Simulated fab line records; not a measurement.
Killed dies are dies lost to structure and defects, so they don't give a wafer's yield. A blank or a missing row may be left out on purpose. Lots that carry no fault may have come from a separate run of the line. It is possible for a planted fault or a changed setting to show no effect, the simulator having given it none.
What tool caused it? ; flow nandHarc ; Sampling: 11 lots, 33 wafers, 5 of 1302 route steps

== WHAT THE GAUGES SHOWED, per wafer ==
NHARC_P_GATE_CD_MEAS_46: target cd 720 nm.
lot;measured;on;cdNm (nm)
L590;day 6 04:43;cdSem-03;716.5 717.8 719.8
L594;day 7 18:25;cdSem-01;- - -
L602;day 10 21:32;cdSem-01;721.3 720.3 721.1
L603;day 11 16:24;cdSem-03;725.0 721.0 724.7
L605;day 12 07:38;cdSem-01;725.1 722.5 721.9
L606;day 12 21:31;cdSem-03;723.1 719.9 721.3
L607;day 13 03:22;cdSem-02;717.2 719.1 718.0
L609;day 13 23:39;cdSem-03;719.6 715.0 718.7
L610;day 14 09:36;cdSem-01;719.8 719.9 719.6
L611;day 14 18:11;cdSem-01;718.9 719.7 721.4
L612;day 15 06:26;cdSem-01;718.8 721.8 723.9

== EACH LOT AND THE TOOL THAT RAN IT (in order: tool; ch and the chambers of the sampled wafers; start) ==
lot;NHARC_P_GATE_DEP_103;NHARC_P_GATE_STRIP_108;NHARC_P_GATE_ALD_36;NHARC_P_GATE_EXPOSE_43
L590;pecvd-01 ch 0,1,2, day 5 16:23;rieDiel-09 ch 0,1,3, day 5 17:42;aldSin-01 ch 1,2, day 5 19:26;krfScanner-03 ch 0, day 6 04:34
L594;pecvd-04 ch 0,1,2, day 7 05:41;rieDiel-10 ch 1,2,3, day 7 07:11;aldSin-02 ch 1,2,3, day 7 07:48;krfScanner-04 ch 0, day 7 18:16
L602;pecvd-01 ch 0,1,2, day 10 08:54;rieDiel-05 ch 0,1, day 10 10:23;aldSin-01 ch 1,2, day 10 12:04;krfScanner-04 ch 0, day 10 21:23
L603;pecvd-02 ch 0,1,2, day 11 03:44;rieDiel-05 ch 0,3, day 11 05:13;aldSin-03 ch 0,1,3, day 11 07:57;krfScanner-03 ch 0, day 11 16:14
L605;pecvd-01 ch 0,1, day 11 18:52;rieDiel-05 ch 1,2, day 11 20:26;aldSin-01 ch 0,2,3, day 11 23:11;krfScanner-04 ch 0, day 12 07:29
L606;pecvd-01 ch 1,2, day 12 08:50;rieDiel-10 ch 1,3, day 12 10:12;aldSin-03 ch 0,3, day 12 10:52;krfScanner-02 ch 0, day 12 21:22
L607;pecvd-02 ch 0,1, day 12 14:39;rieDiel-09 ch 0,2,3, day 12 16:01;aldSin-02 ch 0,1, day 12 16:43;krfScanner-03 ch 0, day 13 03:13
L609;pecvd-04 ch 1,2, day 13 11:16;rieDiel-10 ch 0,2, day 13 12:37;aldSin-03 ch 1,3, day 13 13:14;krfScanner-03 ch 0, day 13 23:30
L610;pecvd-02 ch 1,2, day 13 20:50;rieDiel-10 ch 0,1, day 13 22:14;aldSin-02 ch 1,2,3, day 13 22:52;krfScanner-04 ch 0, day 14 09:27
L611;pecvd-02 ch 0,1, day 14 05:28;rieDiel-10 ch 0,1,3, day 14 06:58;aldSin-01 ch 0,1,2, day 14 07:41;krfScanner-04 ch 0, day 14 18:01
L612;pecvd-02 ch 0,1, day 14 15:51;rieDiel-10 ch 0,1,2, day 14 17:11;aldSin-03 ch 1,2,3, day 14 17:48;krfScanner-03 ch 0, day 15 06:17
- NHARC_P_GATE_DEP_103: deposits SiON, target thk 30 nm.
- NHARC_P_GATE_STRIP_108: strips in O2.
- NHARC_P_GATE_ALD_36: deposits SiNx, target thk 20 nm, pulse time 60 s, ald cycles 223.
- NHARC_P_GATE_EXPOSE_43: exposes mask P NSD, target cd 720 nm.

== THE ANSWER, worked out from the rows above alone ==
Rule: the lots themselves supply what counts as usual. Put in order of their means at a reading, lots are off if they are a third of the lots or fewer, leave a main group of 4 or more, and stand apart from it by a gap of 3 or more times the standard deviation of the main group's means; of several such gaps the widest counts. Not used: any main group whose means are identical at the precision the tables above print for the reading. A lot without any number at a reading at which 4 lots or more have one is off too. All remaining lots with rows at the step are treated as sound.
Off, at NHARC_P_GATE_CD_MEAS_46 on cdNm: L594. Without a number there: L594. Mean 720.4 nm and standard deviation 2 in the main group.
If a tool, at a process step before that reading, ran all the lots that are off and no sound lot after the first of them, it fits. Those tools and the gauges at NHARC_P_GATE_CD_MEAS_46 are tried in the same way. Of those tried, none fits.

== WHAT WAS PUT IN BY THE SIMULATOR ==
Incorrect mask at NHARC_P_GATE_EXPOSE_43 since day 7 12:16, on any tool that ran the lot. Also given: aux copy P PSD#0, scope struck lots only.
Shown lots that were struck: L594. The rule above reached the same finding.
